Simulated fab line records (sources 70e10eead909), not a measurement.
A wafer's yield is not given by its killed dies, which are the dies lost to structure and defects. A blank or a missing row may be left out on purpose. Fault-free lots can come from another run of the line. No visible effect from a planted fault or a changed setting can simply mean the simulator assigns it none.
fab line records	flow nand-harc
record: lots: 7	wafers: 19	last-day: 33
route steps=1302 shown A_M0@1166 A_M1@1169 END@1302
lots that met no fault: from a run of the same line without faults
start-h: the number of hours between the record's first day and the start of the first shown wafer of the lot	wait-h: how many hours have passed since the lot's step before this one	" the same as in the row above	L1.1+2: one row covering several wafers at once	- no value present, or no start provided	* or withheld: withheld	< > ~ a bound
route shown NAME@n: names a module that has steps shown in the file, with the first one's number in the route	usual: average and standard deviation across the fault-free wafers	same: alike in all rows	chamber/n: place in a boat	sites: readings site by site	_std_site: standard deviation of those values	_edge_site: outer sites' mean less inner sites'	radius-mm: for every site, how far away it sits from the centre of the wafer	mask NAME#n: copy n	behind: tool/chamber where the wafer was last shaped	hold: the reason the lot was held/the length of the hold in hours/how it ended	device: which transistor (n, p or np) failed to switch	end of line: the route-end tests of the same wafers	a step with no rows: only its recipe	killed: at the first sort, the dies lost to defects and structure; wafer yield is something else	map: the dies of a wafer, with x for killed, . for not killed, _ for no die there
set.NAME: the setting as run; set.NAME@STEP: as run at that earlier step	model.NAME: the simulator's own value behind a step, which no gauge read
certain route steps with their lots: each step a table, each wafer a row
services: the hour from which a tool's chamber was out of use, counted from the record's first day as start-h (under 0 if before that day), plus the number of hours and why
== steps ==
step: NHARC_A_M0_INSPECT_27
usual: raw-defect-count: 499/94
lot.wafer	tool	chamber	start-h	wait-h	raw-defect-count
L831.3	defect-inspect-02	-	601.45	0.0	654
L831.4	"	-	"	"	474
L831.6	"	-	"	"	443
L834.1	defect-inspect-02	-	618.30	0.0	466
L834.5	"	-	"	"	569
L834.6	"	-	"	"	394
L839.2	defect-inspect-02	-	661.10	0.0	527
L839.3	"	-	"	"	511
L840.3	defect-inspect-01	-	664.33	0.0	438
L840.4	"	-	"	"	462
L841.2	defect-inspect-02	-	681.28	0.0	639
L841.3	"	-	"	"	297
L841.6	"	-	"	"	365
L844.1	defect-inspect-01	-	710.92	0.0	402
L844.3	"	-	"	"	470
L844.5	"	-	"	"	457
L846.1	defect-inspect-02	-	740.70	0.0	646
L846.3	"	-	"	"	473
L846.4	"	-	"	"	516
step: NHARC_A_M0_PRE_CLEAN_31
recipe: time-s: 12	temp-c: 370	rf-power-w: 300	gas: NH3
usual: heater-power-w: 636/79
lot.wafer	tool	chamber	start-h	wait-h	heater-power-w
L831.3	pecvd-01	2	601.52	0.1	664
L831.6	"	2	"	"	651
L831.4	"	1	"	"	664
L834.1	pecvd-02	1	618.38	0.1	732
L834.5	"	0	"	"	603
L834.6	"	2	"	"	582
L839.2	pecvd-02	2	661.16	0.1	513
L839.3	"	1	"	"	688
L840.3	pecvd-02	0	664.41	0.1	534
L840.4	"	0	"	"	541
L841.3	pecvd-03	0	681.34	0.1	590
L841.2	"	1	"	"	774
L841.6	"	1	"	"	769
L844.1	pecvd-03	0	711.00	0.1	622
L844.3	"	1	"	"	749
L844.5	"	0	"	"	620
L846.3	pecvd-02	2	740.77	0.1	515
L846.1	"	0	"	"	610
L846.4	"	0	"	"	610
step: NHARC_A_M0_DEP_32
recipe: target-thk-a: 300	temp-c: 370	target-thk-nm: 30	pressure-torr: 3	flow-sccm: 200	rf-w: 450	material: SiCN
usual: heater-power-w: 584/69
lot.wafer	tool	chamber	start-h	wait-h	heater-power-w
L831.3	pecvd-01	2	601.60	0.1	623
L831.6	"	2	"	"	627
L831.4	"	1	"	"	575
L834.1	pecvd-02	1	618.49	0.1	704
L834.5	"	0	"	"	556
L834.6	"	2	"	"	494
L839.2	pecvd-02	2	661.24	0.1	494
L839.3	"	1	"	"	627
L840.3	pecvd-02	0	664.52	0.1	521
L840.4	"	0	"	"	531
L841.3	pecvd-03	0	681.42	0.1	551
L841.2	"	1	"	"	662
L841.6	"	1	"	"	619
L844.1	pecvd-03	0	711.11	0.1	573
L844.3	"	1	"	"	641
L844.5	"	0	"	"	567
L846.3	pecvd-02	2	740.85	0.1	526
L846.1	"	0	"	"	534
L846.4	"	0	"	"	519
step: NHARC_A_M1_DEP_00
recipe: target-thk-a: 1825	target-thk-nm: 182.5	temp-c: withheld	pressure-torr: 5	flow-sccm: 200	rf-w: 600	material: SiOC
step: NHARC_A_M1_DEHYDRATE_01
recipe: temp-c: 150	time-s: 120
step: NHARC_A_M1_HMDS_02
recipe: time-s: 30
step: NHARC_A_M1_COAT_34
recipe: temp-c: 200	time-s: 65
step: NHARC_A_M1_COAT_03
recipe: spin-rpm: 1500	resist-thk-nm: 90
step: NHARC_A_M1_SOFTBAKE_04
recipe: temp-c: 105	time-s: 55
step: NHARC_A_M1_EBR_05
step: NHARC_A_M1_EXPOSE_06
recipe: na: 1.35	target-cd-nm: 120	dose-mj: 75.13	mask-id: A_M1
step: NHARC_A_M1_PEB_07
recipe: peb-temp-c: 100	peb-time-s: 65
lot.wafer	tool	chamber	start-h	wait-h
L831.3+4+6	litho-track-04	0	602.62	0.0
L834.1+5+6	litho-track-01	0	619.47	0.1
L839.2+3	litho-track-04	0	662.41	0.1
L840.3+4	litho-track-04	0	665.65	0.0
L841.2+3+6	litho-track-04	0	682.46	0.1
L844.1+3+5	litho-track-01	0	712.11	0.1
L846.1+3+4	litho-track-01	0	741.87	0.1
step: NHARC_A_M1_DEVELOP_08
recipe: develop-time-s: 35	dev-temp-c: 23
step: NHARC_A_M1_CD_MEAS_09
recipe: target-cd-nm: 120	landing-energy-ev: 500
usual: cd-nm: 120.3/0.67
lot.wafer	tool	chamber	start-h	wait-h	cd-nm
L831.3	cd-sem-02	0	602.70	-	120.8
L831.4	"	0	"	"	120.7
L831.6	"	0	"	"	120.5
L834.1	cd-sem-01	0	619.55	-	120.9
L834.5	"	0	"	"	121.0
L834.6	"	0	"	"	121.5
L839.2	cd-sem-03	0	662.50	-	120.0
L839.3	"	0	"	"	123.5
L840.3	cd-sem-03	0	665.73	-	124.5
L840.4	"	0	"	"	123.7
L841.2	cd-sem-01	0	682.54	-	119.9
L841.3	"	0	"	"	123.5
L841.6	"	0	"	"	120.3
L844.1	cd-sem-01	0	712.19	-	120.8
L844.3	"	0	"	"	119.8
L844.5	"	0	"	"	121.3
L846.1	cd-sem-02	0	741.95	-	120.7
L846.3	"	0	"	"	119.6
L846.4	"	0	"	"	120.3
step: NHARC_A_M1_OVL_MEAS_10
recipe: pitch-nm: 240
usual: overlay-x-nm: -0.2/0.9	overlay-y-nm: 0.4/0.81
lot.wafer	tool	chamber	start-h	wait-h	overlay-x-nm	overlay-y-nm
L831.3	overlay-01	-	602.78	-	-0.4	1.4
L831.4	"	-	"	"	0.0	1.6
L831.6	"	-	"	"	0.0	1.2
L834.1	overlay-01	-	619.64	-	-1.3	-0.1
L834.5	"	-	"	"	-1.8	0.1
L834.6	"	-	"	"	-1.1	0.3
L839.2	overlay-01	-	662.58	-	0.9	1.6
L839.3	"	-	"	"	1.3	1.9
L840.3	overlay-02	-	665.82	-	-0.1	-1.1
L840.4	"	-	"	"	-0.1	-1.6
L841.2	overlay-02	-	682.63	-	0.8	0.4
L841.3	"	-	"	"	1.1	-0.3
L841.6	"	-	"	"	1.2	0.7
L844.1	overlay-01	-	712.28	-	0.1	-0.4
L844.3	"	-	"	"	1.0	0.1
L844.5	"	-	"	"	0.8	0.2
L846.1	overlay-02	-	742.04	-	-1.8	0.3
L846.3	"	-	"	"	-1.8	1.3
L846.4	"	-	"	"	-0.7	1.2
step: NHARC_A_M1_INSPECT_11
usual: raw-defect-count: 82/35
lot.wafer	tool	chamber	start-h	wait-h	raw-defect-count
L831.3	defect-inspect-02	-	602.82	0.0	87
L831.4	"	-	"	"	82
L831.6	"	-	"	"	87
L834.1	defect-inspect-02	-	619.67	0.0	137
L834.5	"	-	"	"	128
L834.6	"	-	"	"	111
L839.2	defect-inspect-01	-	662.62	0.0	109
L839.3	"	-	"	"	146
L840.3	defect-inspect-02	-	665.86	0.0	53
L840.4	"	-	"	"	53
L841.2	defect-inspect-01	-	682.66	0.0	43
L841.3	"	-	"	"	27
L841.6	"	-	"	"	34
L844.1	defect-inspect-01	-	712.31	0.0	117
L844.3	"	-	"	"	126
L844.5	"	-	"	"	104
L846.1	defect-inspect-02	-	742.07	0.0	29
L846.3	"	-	"	"	33
L846.4	"	-	"	"	26
step: NHARC_A_M1_DESCUM_14
recipe: time-s: 3	o2-flow-sccm: 200	ar-flow-sccm: 0	bias-power-w: 0	chemistry: O2
usual: drypump-motor-current-A: 5.90/0.27	oes-product-au: 1.001/0.012	rf-vpp-V: 57.9/0.8	showerhead-plenum-p-Torr: 1.92/0.083	throttle-valve-pct: 11.310/0.0087
lot.wafer	tool	chamber	start-h	wait-h	drypump-motor-current-A	oes-product-au	rf-hours-counter-h	rf-vpp-V	showerhead-plenum-p-Torr	throttle-valve-pct	model.A_M1.cd-nm
L831.4	rie-diel-12	1	602.90	0.1	5.80	0.995	3.4	58.7	2.03	11.305	121.7
L831.3	"	2	"	"	5.86	1.021	3.4	59.1	2.00	11.308	120.2
L831.6	"	3	"	"	5.59	1.007	-	57.3	1.94	11.318	120.8
L834.1	rie-diel-12	0	619.73	0.1	5.91	0.993	3.6	57.4	1.86	11.308	120.2
L834.5	"	0	"	"	5.91	0.988	-	57.5	1.86	11.318	120.4
L834.6	"	1	"	"	5.78	0.993	-	57.5	2.03	11.305	121.5
L839.2	rie-diel-10	1	662.69	0.1	6.49	0.984	4.0	57.8	1.77	11.324	120.8
L839.3	"	2	"	"	5.95	0.994	3.3	57.9	1.78	11.308	122.3
L840.4	rie-diel-12	2	665.92	0.1	5.90	1.002	0.7	58.7	2.00	11.298	123.5
L840.3	"	3	"	"	5.60	1.006	0.6	56.6	1.94	11.317	124.1
L841.3	rie-diel-05	2	682.72	0.1	5.36	1.015	4.0	57.4	1.89	11.317	122.6
L841.2	"	3	"	"	6.37	1.021	4.7	57.6	1.94	11.321	120.5
L841.6	"	2	"	"	5.35	1.015	-	57.7	1.89	11.306	118.9
L844.1	rie-diel-12	2	712.38	0.1	5.85	1.018	1.4	59.1	2.00	11.288	121.6
L844.3	"	0	"	"	5.91	0.993	1.3	57.9	1.86	11.316	119.4
L844.5	"	1	"	"	5.81	0.997	-	58.7	2.03	11.295	120.7
L846.4	rie-diel-12	1	742.13	0.1	5.79	1.004	2.2	59.3	2.03	11.304	120.1
L846.1	"	2	"	"	5.86	1.020	2.1	57.2	2.00	11.316	121.1
L846.3	"	0	"	"	5.97	0.974	2.1	59.6	1.86	11.313	118.6
step: NHARC_A_M1_ETCH_35
recipe: target-depth-a: 400	overetch-a: 120	time-s: 43.94	ion-energy-ev: 200	n2-flow-sccm: 150	h2-flow-sccm: 150	ar-flow-sccm: 0	rf-w: 400	bias-w: 150	chemistry: N2/H2
usual: drypump-motor-current-A: 5.90/0.27	h2-flow-sccm: 150.0/0.48	oes-product-au: 0.999/0.013	rf-vpp-V: 430.6/2.6	showerhead-plenum-p-Torr: 2.05/0.091	throttle-valve-pct: 14.172/0.0091
lot.wafer	tool	chamber	start-h	wait-h	drypump-motor-current-A	h2-flow-sccm	oes-product-au	rf-hours-counter-h	rf-vpp-V	showerhead-plenum-p-Torr	throttle-valve-pct
L831.4	rie-diel-12	3	602.97	0.1	5.57	150.3	0.999	3.2	429.7	2.07	14.177
L831.3	"	1	"	"	5.78	150.9	1.009	3.4	435.5	2.17	14.167
L831.6	"	3	"	"	5.58	149.5	1.007	-	432.5	2.07	14.162
L834.1	rie-diel-12	1	619.83	0.1	5.83	150.5	1.005	3.8	434.4	2.17	14.178
L834.6	"	2	"	"	5.90	149.7	1.016	-	431.9	2.13	14.190
L834.5	"	3	"	"	5.59	148.9	1.000	-	429.5	2.07	14.185
L839.2	rie-diel-10	1	662.77	0.1	6.49	150.5	0.976	4.0	424.4	1.88	14.170
L839.3	"	0	"	"	5.93	149.8	1.024	3.6	428.7	1.99	14.184
L840.3	rie-diel-12	0	666.01	0.1	5.91	149.8	0.978	0.6	428.1	1.98	14.170
L840.4	"	2	"	"	5.85	149.3	0.994	0.7	433.1	2.13	14.170
L841.2	rie-diel-05	1	682.81	0.1	6.00	149.7	0.988	4.1	433.2	2.14	14.175
L841.3	"	0	"	"	5.98	150.3	1.002	4.6	431.0	2.09	14.157
L841.6	"	1	"	"	5.98	150.0	0.994	-	432.8	2.14	14.182
L844.3	rie-diel-12	3	712.47	0.1	5.58	149.6	0.992	1.3	431.6	2.07	14.178
L844.1	"	0	"	"	5.95	149.4	0.967	1.3	428.3	1.98	14.165
L844.5	"	2	"	"	5.88	150.1	1.003	-	433.8	2.13	14.186
L846.4	rie-diel-12	0	742.22	0.1	5.92	149.2	0.969	2.2	429.3	1.98	14.180
L846.3	"	2	"	"	5.91	149.6	1.028	2.2	432.3	2.13	14.172
L846.1	"	3	"	"	5.59	150.6	0.999	2.1	430.9	2.07	14.170
step: NHARC_A_M1_ETCH_15
recipe: target-depth-a: 1825	time-s: 91.2	c4f8-flow-sccm: withheld	ar-flow-sccm: 400	rf-w: 600	bias-w: 300	chemistry: C4F8/Ar
usual: oes-product-au: 0.956/0.023	rf-vpp-V: 441.1/2.8
lot.wafer	tool	chamber	start-h	wait-h	oes-product-au	rf-hours-counter-h	rf-vpp-V
L831.3	rie-diel-12	2	-	-	0.932	3.4	444.4
L831.4	"	3	"	"	0.925	3.2	443.0
L831.6	"	0	"	"	0.918	-	439.0
L834.1	rie-diel-12	3	-	-	0.978	3.7	440.6
L834.5	"	0	"	"	0.963	-	440.8
L834.6	"	1	"	"	0.965	-	445.4
L839.3	rie-diel-10	1	-	-	0.951	4.0	437.0
L839.2	"	3	"	"	0.957	3.0	435.8
L840.3	rie-diel-12	1	-	-	0.972	0.7	445.2
L840.4	"	2	"	"	0.958	0.7	443.7
L841.3	rie-diel-05	3	-	-	0.979	4.7	439.7
L841.2	"	0	"	"	0.989	4.6	442.9
L841.6	"	2	"	"	0.988	-	441.1
L844.1	rie-diel-12	1	-	-	0.930	1.4	445.2
L844.3	"	3	"	"	0.927	1.3	440.5
L844.5	"	0	"	"	0.918	-	438.3
L846.1	rie-diel-12	0	-	-	0.967	2.2	439.5
L846.4	"	1	"	"	0.962	2.3	442.9
L846.3	"	3	"	"	0.986	2.1	441.5
step: NHARC_A_M1_CD_MEAS_16
usual: cd-nm: 120.4/1
lot.wafer	tool	chamber	start-h	wait-h	cd-nm
L831.3	cd-sem-03	-	603.19	-	120.8
L831.4	"	-	"	"	122.1
L831.6	"	-	"	"	121.1
L834.1	cd-sem-01	-	620.04	-	120.8
L834.5	"	-	"	"	121.1
L834.6	"	-	"	"	120.3
L839.2	cd-sem-01	-	662.99	-	121.5
L839.3	"	-	"	"	122.3
L840.3	cd-sem-01	-	666.23	-	124.4
L840.4	"	-	"	"	122.8
L841.2	cd-sem-01	-	683.03	-	120.6
L841.3	"	-	"	"	122.1
L841.6	"	-	"	"	118.8
L844.1	cd-sem-01	-	712.68	-	121.2
L844.3	"	-	"	"	120.3
L844.5	"	-	"	"	120.6
L846.1	cd-sem-01	-	742.44	-	121.6
L846.3	"	-	"	"	118.3
L846.4	"	-	"	"	120.2
step: NHARC_A_M1_STRIP_18
recipe: power-w: 1000	n2-flow-sccm: 150	h2-flow-sccm: 150	ar-flow-sccm: 0	bias-w: 0	chemistry: N2/H2
usual: drypump-motor-current-A: 6.0/0.3	h2-flow-sccm: 150.0/0.44	oes-product-au: 1.003/0.014	rf-vpp-V: 90.7/1	showerhead-plenum-p-Torr: 2.03/0.093	throttle-valve-pct: 14.171/0.0093
lot.wafer	tool	chamber	start-h	wait-h	drypump-motor-current-A	h2-flow-sccm	oes-product-au	rf-hours-counter-h	rf-vpp-V	showerhead-plenum-p-Torr	throttle-valve-pct
L831.4	rie-diel-12	2	603.26	0.1	5.9	151.0	1.008	3	90.2	2.13	14.160
L831.3	"	3	"	"	5.6	149.7	0.995	3	90.5	2.07	14.178
L831.6	"	2	"	"	5.9	150.3	1.011	-	91.5	2.13	14.174
L834.1	rie-diel-05	1	620.16	0.1	5.9	150.2	1.000	1	91.0	2.14	14.171
L834.6	"	3	"	"	6.4	150.1	1.018	-	90.7	2.07	14.185
L834.5	"	0	"	"	6.0	149.7	1.019	-	91.0	2.09	14.174
L839.2	rie-diel-05	1	663.09	0.1	5.9	150.3	0.998	3	91.4	2.14	14.164
L839.3	"	2	"	"	5.4	150.8	1.020	3	90.3	2.01	14.158
L840.4	rie-diel-10	1	666.30	0.1	6.5	150.1	0.988	5	89.3	1.88	14.177
L840.3	"	2	"	"	6.0	150.0	0.996	4	89.1	1.89	14.168
L841.2	rie-diel-12	1	683.13	0.1	5.9	149.3	0.998	1	89.3	2.17	14.161
L841.3	"	3	"	"	5.6	149.4	1.004	1	90.9	2.07	14.152
L841.6	"	1	"	"	5.8	149.3	1.006	-	92.7	2.17	14.162
L844.3	rie-diel-05	3	712.78	0.1	6.3	149.6	1.026	6	90.4	2.07	14.166
L844.1	"	1	"	"	6.0	148.6	1.001	5	92.2	2.13	14.165
L844.5	"	2	"	"	5.4	150.3	1.007	-	91.6	2.01	14.186
L846.3	rie-diel-05	3	742.52	0.1	6.4	149.5	1.017	7	91.2	2.07	14.177
L846.4	"	1	"	"	5.9	150.6	1.003	7	92.0	2.13	14.177
L846.1	"	2	"	"	5.4	150.1	1.012	7	89.9	2.01	14.173
step: NHARC_A_M1_ETCH_28
recipe: target-depth-a: 300	over-etch-frac: 0.3	time-s: 72.99	ion-energy-ev: 150	cf4-flow-sccm: 50	n2-flow-sccm: 100	ar-flow-sccm: 150	rf-w: 300	bias-w: 100	chemistry: CF4/N2
usual: drypump-motor-current-A: 6.0/0.3	oes-product-au: 1.005/0.013	rf-vpp-V: 314.1/2	showerhead-plenum-p-Torr: 2.62/0.11	throttle-valve-pct: 19.794/0.0095
lot.wafer	tool	chamber	start-h	wait-h	drypump-motor-current-A	oes-product-au	rf-hours-counter-h	rf-vpp-V	showerhead-plenum-p-Torr	throttle-valve-pct	model.A_M1.cd-nm
L831.3	rie-diel-12	2	-	-	5.9	1.014	3	315.5	2.74	19.781	121
L831.4	"	3	"	"	5.6	1.001	3	313.6	2.66	19.800	122
L831.6	"	1	"	"	5.8	1.005	-	317.8	2.78	19.804	121.5
L834.1	rie-diel-05	2	-	-	5.4	1.018	1	313.8	2.60	19.812	120.9
L834.6	"	2	"	"	5.4	1.011	-	314.5	2.60	19.783	120.7
L834.5	"	3	"	"	6.4	1.030	-	314.9	2.67	19.798	121.4
L839.3	rie-diel-05	3	-	-	6.4	1.015	4	314.8	2.66	19.798	122.2
L839.2	"	0	"	"	5.9	1.004	4	315.4	2.68	19.793	120.9
L840.3	rie-diel-10	3	-	-	6.1	0.994	4	312.0	2.45	19.784	124.3
L840.4	"	0	"	"	5.9	1.010	4	314.7	2.57	19.794	124.1
L841.2	rie-diel-12	0	-	-	6.0	0.976	1	312.8	2.56	19.799	120.3
L841.3	"	1	"	"	5.8	1.006	1	317.2	2.78	19.799	122.6
L841.6	"	0	"	"	6.0	0.983	-	315.3	2.56	19.787	119.2
L844.3	rie-diel-05	3	-	-	6.4	1.017	6	315.4	2.66	19.806	119.9
L844.1	"	0	"	"	6.0	1.007	6	315.7	2.68	19.795	121.2
L844.5	"	2	"	"	5.4	1.016	-	313.5	2.59	19.781	120.7
L846.4	rie-diel-05	0	-	-	6.0	1.017	7	313.8	2.68	19.789	118.7
L846.1	"	2	"	"	5.4	1.024	7	313.9	2.59	19.783	121.5
L846.3	"	3	"	"	6.3	1.011	8	315.4	2.66	19.788	118
step: NHARC_A_M1_STRIP_19
recipe: time-s: 600	temp-c: 30	chemistry: post-etch-residue-remover
step: NHARC_END_SORT_01
recipe: temp-c: 25
usual: defect-limited-yield: 92.4/2.2	killed-at-array: 46/15	killed-at-other: 1.0/1.3	killed-at-periphery: 4/3	killed-dies: 51/15	killed-open: 3.2/1.8	killed-short: 2.5/1.5	sort_bin_2_pct: 2.7/1.1	sort_bin_3_pct: 0.6/0.34	sort_bin_4_pct: 4.3/1.3	sort-n-pass: 626/15	sort-rim-yield-pct: 89/4.4	sort-yield-pct: 92.4/2.2
same: gross-dies: 677	sort_bin_5_pct[%]: 0	sort_bin_6_pct[%]: 0	sort_bin_7_pct[%]: 0	sort_bin_8_pct[%]: 0	sort-rim-n-gross: 106.00
lot.wafer	tool	chamber	start-h	wait-h	defect-limited-yield[%]	killed-at-array	killed-at-other	killed-at-periphery	killed-dies	killed-open	killed-short	sort_bin_2_pct[%]	sort_bin_3_pct[%]	sort_bin_4_pct[%]	sort-n-pass	sort-rim-yield-pct[%]	sort-yield-pct[%]
L831.3	prober-02	0	639.93	3.1	93.1	45	0	2	47	3	3	2.1	0.4	4.4	630	85	93.1
L831.4	prober-02	0	640.72	3.4	92.6	47	0	3	50	5	1	2.8	0.1	4.4	627	86	92.6
L831.6	prober-02	0	642.31	4.0	94.1	36	0	4	40	2	3	2.4	0.4	3.1	637	89	94.1
L834.1	prober-01	0	654.74	2.6	90.3	58	1	7	66	6	2	3.2	1.2	5.3	611	84	90.3
L834.5	prober-01	0	657.96	3.7	91.4	50	1	7	58	1	3	4.1	0.9	3.5	619	81	91.4
L834.6	prober-01	0	658.76	4.0	89.8	62	3	4	69	1	1	4.3	0.6	5.3	608	88	89.8
L841.2	prober-02	0	719.61	2.8	94.5	33	2	2	37	2	4	2.4	0.3	2.8	640	92	94.5
L841.3	prober-02	0	720.41	3.1	94.7	26	0	10	36	5	4	1.3	0.3	3.7	641	93	94.7
L841.6	prober-02	0	722.80	4.0	93.4	35	0	10	45	3	5	2.7	0.6	3.4	632	92	93.4
L844.1	prober-02	0	747.53	2.5	93.4	44	1	0	45	0	1	2.7	0.4	3.5	632	83	93.4
L844.3	prober-02	0	749.13	3.1	91.0	60	1	0	61	3	1	3.5	0.4	5.0	616	92	91.0
L844.5	prober-02	0	750.73	3.7	89.7	67	0	3	70	4	2	3.5	0.6	6.2	607	91	89.7
L846.1	prober-01	0	785.97	2.5	94.4	35	1	2	38	2	2	1.6	0.4	3.5	639	98	94.4
L846.3	prober-01	0	787.56	3.1	95.0	27	0	7	34	5	3	1.0	0.1	3.8	643	93	95.0
L846.4	prober-01	0	788.36	3.4	94.2	34	2	3	39	7	2	1.5	0	4.3	638	92	94.2
killed by level:class
L831.3 A_SLIT:chamber-film-flake=20 A_CHANNEL_HOLE_D2:chamber-film-flake=9 A_CHANNEL_FILL_D2:chamber-film-flake=3 A_CONTACT:chamber-film-flake=3 A_CHANNEL_HOLE_D1:chamber-film-flake=2 P_CONTACT:geometric-particle:short=1 P_CONTACT:geometric-particle:open=1 A_CHANNEL_FILL_D1:geometric-particle:open=1
L831.4 A_SLIT:chamber-film-flake=21 A_CONTACT:chamber-film-flake=9 A_CHANNEL_HOLE_D2:chamber-film-flake=5 A_CHANNEL_HOLE_D1:chamber-film-flake=3 A_CHANNEL_FILL_D1:chamber-film-flake=2 A_STAIRCASE:chamber-film-flake=2 P_GATE:geometric-particle:open=1 P_M0:geometric-particle:open=1
L831.6 A_SLIT:chamber-film-flake=18 A_CHANNEL_HOLE_D2:chamber-film-flake=5 A_CONTACT:chamber-film-flake=5 P_ZERO_WELL:chamber-film-flake=4 A_ONON_D1:geometric-particle:short=1 A_CHANNEL_HOLE_D1:geometric-particle:short=1 A_DECK1_JOINT:geometric-particle:open=1 A_CHANNEL_FILL_D2:geometric-particle:open=1
L834.1 A_SLIT:chamber-film-flake=22 A_CHANNEL_HOLE_D1:chamber-film-flake=14 A_CHANNEL_HOLE_D2:chamber-film-flake=10 A_DECK1_JOINT:chamber-film-flake=3 A_CONTACT:chamber-film-flake=3 P_GATE:chamber-film-flake=2 P_M0:geometric-particle:open=1 P_M1:geometric-particle:short=1
L834.5 A_SLIT:chamber-film-flake=17 A_CHANNEL_HOLE_D1:chamber-film-flake=13 A_CHANNEL_HOLE_D2:chamber-film-flake=11 A_CONTACT:chamber-film-flake=5 P_ZERO_WELL:chamber-film-flake=3 P_CONTACT:geometric-particle:short=1 A_SOURCE_PLATE:geometric-particle:short=1 A_WL_FILL:geometric-particle:short=1
L834.6 A_CHANNEL_HOLE_D1:chamber-film-flake=27 A_SLIT:chamber-film-flake=21 A_CHANNEL_HOLE_D2:chamber-film-flake=9 A_CONTACT:chamber-film-flake=3 THIN_TSV:chamber-film-flake=3 P_GATE:chamber-film-flake=2 P_M1:geometric-particle:open=1 A_M1:geometric-particle:short=1
L841.2 A_CHANNEL_HOLE_D1:chamber-film-flake=11 A_CONTACT:chamber-film-flake=7 A_WL_FILL:chamber-film-flake=5 A_SLIT:chamber-film-flake=2 A_BLC:chamber-film-flake=2 P_GATE:geometric-particle:short=1 A_ONON_D1:geometric-particle:short=1 A_CHANNEL_FILL_D1:geometric-particle:open=1
L841.3 A_CHANNEL_HOLE_D1:chamber-film-flake=9 A_CONTACT:chamber-film-flake=6 P_STI:chamber-film-flake=3 A_WL_FILL:chamber-film-flake=2 P_GATE:geometric-particle:open=1 P_M0:geometric-particle:open=1 P_M1:geometric-particle:open=1 A_CHANNEL_FILL_D1:geometric-particle:short=1
L841.6 A_CHANNEL_HOLE_D1:chamber-film-flake=8 A_WL_FILL:chamber-film-flake=6 A_CONTACT:chamber-film-flake=6 P_M2:chamber-film-flake=4 A_SLIT:chamber-film-flake=3 A_SGD_CUT:geometric-particle:short=2 P_CONTACT:chamber-film-flake=2 A_STAIRCASE:chamber-film-flake=2
L844.1 A_CHANNEL_HOLE_D2:chamber-film-flake=22 A_CHANNEL_HOLE_D1:chamber-film-flake=15 A_SLIT:chamber-film-flake=2 A_CONTACT:chamber-film-flake=2 STARTING-WAFER:geometric-particle:short=1 A_CHANNEL_FILL_D1:chamber-film-flake=1 A_STAIRCASE:chamber-film-flake=1 A_WL_FILL:chamber-film-flake=1
L844.3 A_CHANNEL_HOLE_D1:chamber-film-flake=33 A_CHANNEL_HOLE_D2:chamber-film-flake=16 A_STAIRCASE:chamber-film-flake=3 A_SLIT:chamber-film-flake=3 A_DECK1_JOINT:geometric-particle:open=1 A_SGD_CUT:geometric-particle:open=1 A_SGD_CUT:geometric-particle:short=1 A_WL_FILL:geometric-particle:open=1
L844.5 A_CHANNEL_HOLE_D1:chamber-film-flake=26 A_CHANNEL_HOLE_D2:chamber-film-flake=26 A_STAIRCASE:chamber-film-flake=3 A_CONTACT:chamber-film-flake=3 A_SLIT:chamber-film-flake=2 P_M2:geometric-particle:open=1 A_ONON_D1:geometric-particle:short=1 A_CHANNEL_HOLE_D1:geometric-particle:open=1
L846.1 A_CONTACT:chamber-film-flake=14 A_SLIT:chamber-film-flake=8 A_BONDPAD:chamber-film-flake=4 A_ZERO_WELL:chamber-film-flake=3 A_M1:geometric-particle:short=2 A_M0:chamber-film-flake=2 P_M0:geometric-particle:open=1 A_SOURCE_PLATE:geometric-particle:open=1
L846.3 A_CONTACT:chamber-film-flake=7 A_SLIT:chamber-film-flake=6 A_BONDPAD:chamber-film-flake=3 P_M0:geometric-particle:open=2 A_M0:geometric-particle:open=2 P_ZERO_WELL:chamber-film-flake=2 A_ZERO_WELL:chamber-film-flake=2 A_CHANNEL_HOLE_D1:chamber-film-flake=2
L846.4 A_CONTACT:chamber-film-flake=11 A_SLIT:chamber-film-flake=7 A_BONDPAD:chamber-film-flake=5 THIN_TSV:chamber-film-flake=2 P_M0:geometric-particle:open=1 A_SOURCE_PLATE:geometric-particle:open=1 A_CHANNEL_HOLE_D1:geometric-particle:open=1 A_CHANNEL_FILL_D1:geometric-particle:open=1
== services ==
tool	chamber	start-h	hours	kind
rie-diel-05	-	583.93	9.0	pm
pecvd-02	-	589.80	13.0	pm
rie-diel-10	-	596.50	9.0	pm
rie-diel-12	0	601.49	-	clean
rie-diel-12	1	601.49	-	clean
rie-diel-12	2	601.49	-	clean
rie-diel-12	3	601.49	-	clean
rie-diel-05	2	604.15	4.5	repair
rie-diel-05	-	607.53	0.7	repair
rie-diel-12	-	622.49	9.0	pm
rie-diel-12	0	622.49	9.0	vent-cycle
rie-diel-12	1	622.49	9.0	vent-cycle
rie-diel-12	2	622.49	9.0	vent-cycle
rie-diel-12	3	622.49	9.0	vent-cycle
rie-diel-12	0	631.49	-	clean
rie-diel-05	-	655.47	0.4	repair
pecvd-03	-	666.21	1.0	repair
pecvd-01	-	673.91	13.0	pm
litho-track-01	-	680.00	7.0	pm
pecvd-03	0	689.06	15.0	repair
rie-diel-12	-	716.85	0.3	repair
litho-track-04	-	728.00	7.0	pm
pecvd-03	-	728.11	13.0	pm
rie-diel-10	2	740.61	12.1	repair
== key ==
first-sign: step: NHARC_A_M1_CD_MEAS_09	reading: cd-nm	direction: up	sigmas: 5.2	usual: 120.3	struck: 123.8
effect: step: NHARC_A_M1_CD_MEAS_16	reading: cd-nm	direction: up	sigmas: 2.4	usual: 120.4	struck: 122.9
model-effect: step: NHARC_A_M1_DESCUM_14	value: A_M1.cd-nm	without: 119.8	struck: 123.1
model-effect: step: NHARC_A_M1_ETCH_28	value: A_M1.cd-nm	without: 120	struck: 123.3
met-at NHARC_A_M1_PEB_07
struck-wafers L839.3,L840.3,L840.4,L841.3
sort-left-out L839.3,L840.3,L840.4
onset-between 602.62 662.41
fault: kind: process-parameter-drift	tool: litho-track-04	chamber: -	onset-h: 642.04	steps: NHARC_A_M1_PEB_07	channel: peb-time-s	offset: *	shape: step	end-h: 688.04	scope: struck-wafers-only	acts-in: *	stated: *
sort-left-out: the simulated sort isn't trusted on such a fault, so these wafers' sort isn't shown, and their yield isn't known
